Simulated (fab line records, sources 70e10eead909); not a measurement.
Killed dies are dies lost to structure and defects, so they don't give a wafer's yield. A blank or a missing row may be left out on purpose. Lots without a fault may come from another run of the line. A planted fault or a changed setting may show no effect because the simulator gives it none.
Which tool did it? | flow nand_harc | 11 lots, 33 wafers sampled, at 6 steps of a route of 1302

WHAT THE GAUGES READ, wafer by wafer
NHARC_A_M0_THK_MEAS_24: measures by xrf.
lot  | measured     | on            | thk_nm (nm)
L444 | day 23 08:13 | film_metro-01 | 112.4 114.0 114.8
L446 | day 23 14:33 | film_metro-02 | 117.0 114.7 115.1
L447 | day 24 17:44 | film_metro-02 | 112.7 115.9 115.8
L448 | day 25 13:58 | film_metro-01 | 116.6 112.4 114.1
L450 | day 26 04:28 | film_metro-01 | 111.4 114.4 111.4
L451 | day 27 00:53 | film_metro-01 | 114.2 111.3 111.1
L459 | day 30 09:59 | film_metro-02 | 110.5 113.3 112.9
L463 | day 30 22:40 | film_metro-01 | 114.5 114.5 112.7
L462 | day 31 08:00 | film_metro-01 | 115.5 116.9 115.8
L465 | day 32 02:49 | film_metro-01 | 113.6 116.4 115.0
L466 | day 32 12:58 | film_metro-02 | 117.8 114.5 113.2

NHARC_A_M1_CD_MEAS_09: target cd 120 nm.
lot  | measured     | on        | cd_nm (nm)
L444 | day 23 09:46 | cd_sem-03 | 120.0 120.2 120.4
L446 | day 23 15:58 | cd_sem-03 | 120.9 120.2 120.1
L447 | day 24 19:17 | cd_sem-03 | 119.9 120.5 120.6
L448 | day 25 15:24 | cd_sem-01 | 120.6 119.6 119.6
L450 | day 26 06:01 | cd_sem-01 | 119.7 119.2 119.1
L451 | day 27 02:26 | cd_sem-02 | 120.2 120.0 119.3
L459 | day 30 11:32 | cd_sem-01 | 130.1 129.9 129.3
L463 | day 31 00:06 | cd_sem-01 | 119.7 120.4 120.4
L462 | day 31 09:33 | cd_sem-01 | 126.0 126.7 127.4
L465 | day 32 04:14 | cd_sem-01 | 120.2 120.3 120.2
L466 | day 32 14:23 | cd_sem-02 | 120.9 120.3 120.8

NHARC_END_SORT_01.
lot  | measured     | on        | defect_limited_yield (%) | killed_at_array | killed_at_other | killed_at_periphery | killed_dies | killed_open | killed_short | sort_bin_2_pct (%) | sort_bin_3_pct (%) | sort_bin_4_pct (%) | sort_n_pass | sort_rim_yield_pct (%) | sort_yield_pct (%)
L444 | day 24 20:01 | prober-01 | 87.6 89.2 89.5           | 81 72 66        | 1 0 0           | 2 1 5               | 84 73 71    | 5 3 4       | 1 1 2        | 4.4 4.3 3.7        | 1.0 1.3 0.3        | 6.9 5.2 6.5        | 593 604 606 | 83 89 84               | 87.6 89.2 89.5
L446 | day 25 04:01 | prober-01 | 92.3 93.6 93.4           | 45 34 43        | 0 2 2           | 7 7 0               | 52 43 45    | 4 8 4       | 0 3 1        | 2.7 2.5 2.2        | 0.6 0.3 0.6        | 4.4 3.5 3.8        | 625 634 632 | 88 88 87               | 92.3 93.6 93.4
L447 | day 26 10:02 | prober-01 | 93.1 92.0 89.4           | 41 44 64        | 1 1 1           | 5 9 7               | 47 54 72    | 2 7 4       | 1 3 0        | 2.2 2.5 4.0        | 0.9 1.2 0.9        | 3.8 4.3 5.8        | 630 623 605 | 94 84 85               | 93.1 92.0 89.4
L448 | day 27 03:20 | prober-02 | 94.1 90.3 93.8           | 34 63 42        | 1 1 0           | 5 2 0               | 40 66 42    | 4 1 2       | 1 3 1        | 2.4 3.7 2.8        | 0.3 0.7 0.9        | 3.2 5.3 2.5        | 637 611 635 | 89 90 90               | 94.1 90.3 93.8
L450 | day 27 19:12 | prober-02 | 94.8 93.4 94.7           | 34 44 34        | 0 0 0           | 1 1 2               | 35 45 36    | 1 5 1       | 2 4 3        | 1.6 2.1 1.6        | 0.1 0.6 0.4        | 3.4 4.0 3.2        | 642 632 641 | 88 91 90               | 94.8 93.4 94.7
L451 | day 28 11:32 | prober-02 | 92.5 93.4 92.9           | 41 38 42        | 2 0 2           | 8 7 4               | 51 45 48    | 4 3 2       | 1 3 1        | 2.4 2.7 2.8        | 0.4 0.7 0.7        | 4.7 3.2 3.5        | 626 632 629 | 88 87 89               | 92.5 93.4 92.9
L459 | day 31 23:01 | prober-02 | 88.8 86.0 86.4           | 67 88 86        | 6 0 1           | 3 7 5               | 76 95 92    | 5 5 4       | 3 6 5        | 4.4 4.1 4.6        | 0.3 0.9 1.2        | 6.5 9.0 7.8        | 601 582 585 | 83 75 76               | 88.8 86.0 86.4
L463 | day 32 18:41 | prober-01 | 91.0 90.3 89.1           | 54 59 65        | 2 0 2           | 5 7 7               | 61 66 74    | 2 3 5       | 2 8 1        | 3.4 4.1 4.0        | 1.3 0.7 1.3        | 4.3 4.9 5.6        | 616 611 603 | 83 84 83               | 91.0 90.3 89.1
L462 | day 33 02:43 | prober-01 | 93.4 94.2 93.4           | 40 36 43        | 0 0 0           | 5 3 2               | 45 39 45    | 7 1 3       | 2 2 2        | 1.9 1.0 1.0        | 0.4 0.3 0          | 4.3 4.4 5.6        | 632 638 632 | 89 90 91               | 93.4 94.2 93.4
L465 | day 33 15:08 | prober-01 | 91.9 90.8 92.5           | 53 54 49        | 0 3 1           | 2 5 1               | 55 62 51    | 4 4 1       | 3 3 5        | 3.2 2.7 2.5        | 0.9 0.9 0.6        | 4.0 5.6 4.4        | 622 615 626 | 81 84 88               | 91.9 90.8 92.5
L466 | day 33 22:55 | prober-01 | 93.6 92.3 92.2           | 36 51 50        | 2 0 0           | 5 1 3               | 43 52 53    | 0 2 5       | 7 1 4        | 1.6 4.0 2.1        | 0.3 0.4 0.6        | 4.4 3.2 5.2        | 634 625 624 | 87 90 90               | 93.6 92.3 92.2

WHICH TOOL RAN EACH LOT (tool, then ch and the chambers of the sampled wafers, then the start)
lot  | NHARC_A_M0_ETCH_15                            | NHARC_A_M1_PEB_07                 | NHARC_A_M1_DESCUM_14
L444 | rie_diel-01 ch 0,2, day 23 08:13 or earlier   | litho_track-04 ch 0, day 23 09:41 | rie_diel-12 ch 1,2, day 23 09:57
L446 | rie_diel-11 ch 2,3, day 23 14:33 or earlier   | litho_track-06 ch 0, day 23 15:53 | rie_diel-12 ch 1,3, day 23 16:10
L447 | rie_diel-11 ch 2,3, day 24 17:44 or earlier   | litho_track-04 ch 0, day 24 19:12 | rie_diel-06 ch 1,2, day 24 19:28
L448 | rie_diel-04 ch 2,3, day 25 13:58 or earlier   | litho_track-06 ch 0, day 25 15:19 | rie_diel-06 ch 1,2, day 25 15:35
L450 | rie_diel-04 ch 0,1,3, day 26 04:28 or earlier | litho_track-01 ch 0, day 26 05:56 | rie_diel-12 ch 1,2,3, day 26 06:11
L451 | rie_diel-04 ch 0,2,3, day 27 00:53 or earlier | litho_track-01 ch 0, day 27 02:22 | rie_diel-06 ch 1,2,3, day 27 02:37
L459 | rie_diel-11 ch 0,2,3, day 30 09:59 or earlier | litho_track-01 ch 0, day 30 11:28 | rie_diel-12 ch 1,2, day 30 11:44
L463 | rie_diel-01 ch 1,3, day 30 22:40 or earlier   | litho_track-06 ch 0, day 31 00:01 | rie_diel-03 ch 2,3, day 31 00:17
L462 | rie_diel-01 ch 1,2,3, day 31 08:00 or earlier | litho_track-01 ch 0, day 31 09:28 | rie_diel-06 ch 0,2,3, day 31 09:44
L465 | rie_diel-11 ch 1,2,3, day 32 02:49 or earlier | litho_track-04 ch 0, day 32 04:10 | rie_diel-12 ch 0,1,2, day 32 04:26
L466 | rie_diel-01 ch 0,2, day 32 12:58 or earlier   | litho_track-06 ch 0, day 32 14:19 | rie_diel-03 ch 0,1, day 32 14:34
- NHARC_A_M0_ETCH_15: etches the open film in C4F8/Ar, target depth 150 nm, overetch 15 nm, time 82.5 s.
- NHARC_A_M1_PEB_07: peb time 65 s.
- NHARC_A_M1_DESCUM_14: chemistry O2, time 3 s.

WHAT THE TOOLS THEMSELVES READ (means of the sampled wafers that have a number; where no wafer has one, the mark that the record gives instead)
NHARC_A_M0_ETCH_15.
lot  | tool        | oes_product_au (a.u.) | rf_vpp_V (V)
L444 | rie_diel-01 | 0.967                 | 441.7
L446 | rie_diel-11 | 0.920                 | 440.6
L447 | rie_diel-11 | 0.917                 | 439.5
L448 | rie_diel-04 | 0.964                 | 439.3
L450 | rie_diel-04 | 0.968                 | 441.8
L451 | rie_diel-04 | 0.922                 | 441.2
L459 | rie_diel-11 | 0.929                 | 439.9
L463 | rie_diel-01 | 0.922                 | 438.1
L462 | rie_diel-01 | 0.957                 | 439.7
L465 | rie_diel-11 | 0.927                 | 439.9
L466 | rie_diel-01 | 0.975                 | 442.6

NHARC_A_M1_PEB_07.
lot  | tool           | heater_power_total_W (W) | plate_temp_C (C) | resist_line_temp_C (C)
L444 | litho_track-04 | 156.3                    | 99.99            | 22.97
L446 | litho_track-06 | 156.6                    | 99.89            | 23.02
L447 | litho_track-04 | 156.7                    | 100.14           | 23.09
L448 | litho_track-06 | 156.5                    | 99.99            | 22.81
L450 | litho_track-01 | 156.6                    | 100.09           | 22.97
L451 | litho_track-01 | 156.8                    | 100.12           | 23.07
L459 | litho_track-01 | 162.4                    | 102.79           | 23.08
L463 | litho_track-06 | 156.7                    | 99.93            | 23.08
L462 | litho_track-01 | 162.8                    | 102.81           | 23.00
L465 | litho_track-04 | 157.1                    | 100.05           | 22.94
L466 | litho_track-06 | 156.5                    | 99.98            | 22.92

NHARC_A_M1_DESCUM_14.
lot  | tool        | drypump_motor_current_A (A) | oes_product_au (a.u.) | rf_vpp_V (V) | showerhead_plenum_p_Torr (Torr) | throttle_valve_pct (%)
L444 | rie_diel-12 | 5.2                         | 0.997                 | 58.1         | 1.93                            | 11.322
L446 | rie_diel-12 | 6.2                         | 1.011                 | 57.2         | 1.84                            | 11.311
L447 | rie_diel-06 | 6.2                         | 0.994                 | 56.8         | 1.96                            | 11.305
L448 | rie_diel-06 | 5.8                         | 0.997                 | 58.0         | 2.01                            | 11.314
L450 | rie_diel-12 | 5.6                         | 0.996                 | 57.0         | 1.89                            | 11.315
L451 | rie_diel-06 | 6.0                         | 0.992                 | 58.3         | 1.93                            | 11.307
L459 | rie_diel-12 | 5.2                         | 0.989                 | 57.9         | 1.93                            | 11.321
L463 | rie_diel-03 | 6.0                         | 1.000                 | 58.1         | 1.79                            | 11.315
L462 | rie_diel-06 | 5.6                         | 1.011                 | 58.1         | 1.89                            | 11.317
L465 | rie_diel-12 | 5.5                         | 1.003                 | 57.9         | 1.95                            | 11.317
L466 | rie_diel-03 | 5.5                         | 0.995                 | 57.1         | 1.86                            | 11.307

THE ANSWER, worked out from the rows above alone
Rule: what is usual is taken from the lots themselves. Put in order of their means at a reading, lots are off if they are a third of the lots or fewer, leave a main group of 4 or more, and stand apart from it by a gap of 3 or more times the standard deviation of the main group's means; of several such gaps the widest counts. A main group whose means are all the same, to the digits that the tables above print for the reading, isn't used. A lot without any number at a reading at which 4 lots or more have one is off too. The other lots that the step has rows for count as sound. The gauges are gone through in route order, then the tools' own readings, and for those a lot's mean is taken as printed above. The first step at which some lot is off is used, and at that step the reading that is off furthest; a lot without a number counts as furthest.
Off: L459, L462, at NHARC_A_M1_CD_MEAS_09 (cd_nm). The main group: mean 120.1 nm, standard deviation 0.36.
A tool fits if, at a process step before that reading, it ran every lot that is off, and no sound lot after the first of them. The gauges at NHARC_A_M1_CD_MEAS_09 aren't tried: what is off there is off at NHARC_A_M1_PEB_07 too, on other tools, and a gauge's error can't cause that. NHARC_A_M0_ETCH_15 gives no start for some lots, so the hours and the order of its lots are those of NHARC_A_M0_THK_MEAS_24. One fits: litho_track-01 at NHARC_A_M1_PEB_07. Its last sound lot is L451 (day 27 02:22), its first lot that is off L459 (day 30 11:28): a fault that began between those two fits.
The tool's own readings at NHARC_A_M1_PEB_07 bear it out: on the lots that are off they differ by more than 5 times the standard deviation of the sound lots' means. heater_power_total_W reads 162.6 W there against 156.6 W on the sound lots; plate_temp_C reads 102.80 C there against 100.02 C on the sound lots.

WHAT THE SIMULATOR HAD PUT IN
Process parameter drift: litho_track-01, from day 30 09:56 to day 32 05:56, at NHARC_A_M1_PEB_07. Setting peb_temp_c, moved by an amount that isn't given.
Lots struck among those shown: L459, L462. The rule above found the same.
